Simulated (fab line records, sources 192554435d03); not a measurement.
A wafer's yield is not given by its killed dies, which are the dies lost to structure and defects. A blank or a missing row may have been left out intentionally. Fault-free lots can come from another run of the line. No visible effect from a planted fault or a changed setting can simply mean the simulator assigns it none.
Chamber matching || flow n5Finfet || N5_BEOL_M9_ALD_74 on aldMetal-02: 4 sister chambers
The step deposits TaN, target thk 2 nm, pulse time 2 s, purge time 3 s. 20 wafers are shown with their chamber, then 10 later ones without.

## EACH WAFER AND ITS CHAMBER
{"wafer": "L076.1", "chamber": 3, "heaterPowerOuterW (W)": 250, "heaterPowerW (W)": 432}
{"wafer": "L076.2", "chamber": 2, "heaterPowerOuterW (W)": 252, "heaterPowerW (W)": 452}
{"wafer": "L076.4", "chamber": 1, "heaterPowerOuterW (W)": 204, "heaterPowerW (W)": 391}
{"wafer": "L078.3", "chamber": 3, "heaterPowerOuterW (W)": 247, "heaterPowerW (W)": 436}
{"wafer": "L078.5", "chamber": 3, "heaterPowerOuterW (W)": 245, "heaterPowerW (W)": 427}
{"wafer": "L078.6", "chamber": 2, "heaterPowerOuterW (W)": 269, "heaterPowerW (W)": 451}
{"wafer": "L077.2", "chamber": 2, "heaterPowerOuterW (W)": 260, "heaterPowerW (W)": 454}
{"wafer": "L077.5", "chamber": 2, "heaterPowerOuterW (W)": 267, "heaterPowerW (W)": 456}
{"wafer": "L077.6", "chamber": 3, "heaterPowerOuterW (W)": 258, "heaterPowerW (W)": 445}
{"wafer": "L079.2", "chamber": 0, "heaterPowerOuterW (W)": 225, "heaterPowerW (W)": 448}
{"wafer": "L079.4", "chamber": 1, "heaterPowerOuterW (W)": 198, "heaterPowerW (W)": 388}
{"wafer": "L079.5", "chamber": 2, "heaterPowerOuterW (W)": 260, "heaterPowerW (W)": 466}
{"wafer": "L084.2", "chamber": 3, "heaterPowerOuterW (W)": 254, "heaterPowerW (W)": 438}
{"wafer": "L084.3", "chamber": 1, "heaterPowerOuterW (W)": 198, "heaterPowerW (W)": 380}
{"wafer": "L084.6", "chamber": 0, "heaterPowerOuterW (W)": 226, "heaterPowerW (W)": 449}
{"wafer": "L087.1", "chamber": 2, "heaterPowerOuterW (W)": 260, "heaterPowerW (W)": 467}
{"wafer": "L087.3", "chamber": 0, "heaterPowerOuterW (W)": 230, "heaterPowerW (W)": 465}
{"wafer": "L087.5", "chamber": 0, "heaterPowerOuterW (W)": 221, "heaterPowerW (W)": 450}
{"wafer": "L086.1", "chamber": 3, "heaterPowerOuterW (W)": 245, "heaterPowerW (W)": 426}
{"wafer": "L086.2", "chamber": 1, "heaterPowerOuterW (W)": 197, "heaterPowerW (W)": 393}

SIGNATURES (means of the wafers above)
{"reading": "heaterPowerOuterW", "chamber 0": 225.50, "chamber 1": 199.25, "chamber 2": 261.33, "chamber 3": 249.83, "scatter within a chamber": 4.96}
{"reading": "heaterPowerW", "chamber 0": 453.00, "chamber 1": 388.00, "chamber 2": 457.67, "chamber 3": 434.00, "scatter within a chamber": 7.07}
Rule: for a wafer and a chamber, the distance is found by dividing, reading by reading, the gap between the wafer's reading and the chamber's mean by the reading's scatter, squaring, summing and taking the root. If the next closest chamber is less than 2 further off than the closest, the wafer can't be placed; otherwise it belongs to the closest. The scatter: the root of (the sum of the squares of (reading less its chamber's mean) over the shown wafers, divided by (wafers less chambers)).

## WAFERS WHOSE CHAMBER IS MISSING
{"wafer": "L086.3", "heaterPowerOuterW (W)": 231, "heaterPowerW (W)": 465}
{"wafer": "L089.1", "heaterPowerOuterW (W)": 263, "heaterPowerW (W)": 454}
{"wafer": "L089.2", "heaterPowerOuterW (W)": 244, "heaterPowerW (W)": 429}
{"wafer": "L089.5", "heaterPowerOuterW (W)": 201, "heaterPowerW (W)": 386}
{"wafer": "L088.2", "heaterPowerOuterW (W)": 256, "heaterPowerW (W)": 434}
{"wafer": "L088.3", "heaterPowerOuterW (W)": 257, "heaterPowerW (W)": 445}
{"wafer": "L088.5", "heaterPowerOuterW (W)": 232, "heaterPowerW (W)": 453}
{"wafer": "L096.3", "heaterPowerOuterW (W)": 244, "heaterPowerW (W)": 444}
{"wafer": "L096.4", "heaterPowerOuterW (W)": 196, "heaterPowerW (W)": 372}
{"wafer": "L096.5", "heaterPowerOuterW (W)": 212, "heaterPowerW (W)": 416}

## EACH ONE'S CHAMBER
{"wafer": "L086.3", "from the rows above": 0, "in truth": 0}
{"wafer": "L089.1", "from the rows above": 2, "in truth": 2}
{"wafer": "L089.2", "from the rows above": 3, "in truth": 3}
{"wafer": "L089.5", "from the rows above": 1, "in truth": 1}
{"wafer": "L088.2", "from the rows above": 3, "in truth": 3}
{"wafer": "L088.3", "from the rows above": "can't be placed: 2 or 3", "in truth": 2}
{"wafer": "L088.5", "from the rows above": 0, "in truth": 0}
{"wafer": "L096.3", "from the rows above": 3, "in truth": 3}
{"wafer": "L096.4", "from the rows above": 1, "in truth": 1}
{"wafer": "L096.5", "from the rows above": "can't be placed: 1 or 0", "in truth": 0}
Correctly placed: 8 of 10. From these rows, 2 cannot be placed; in 2 the true chamber is one of the candidates. Wrongly placed: 0.
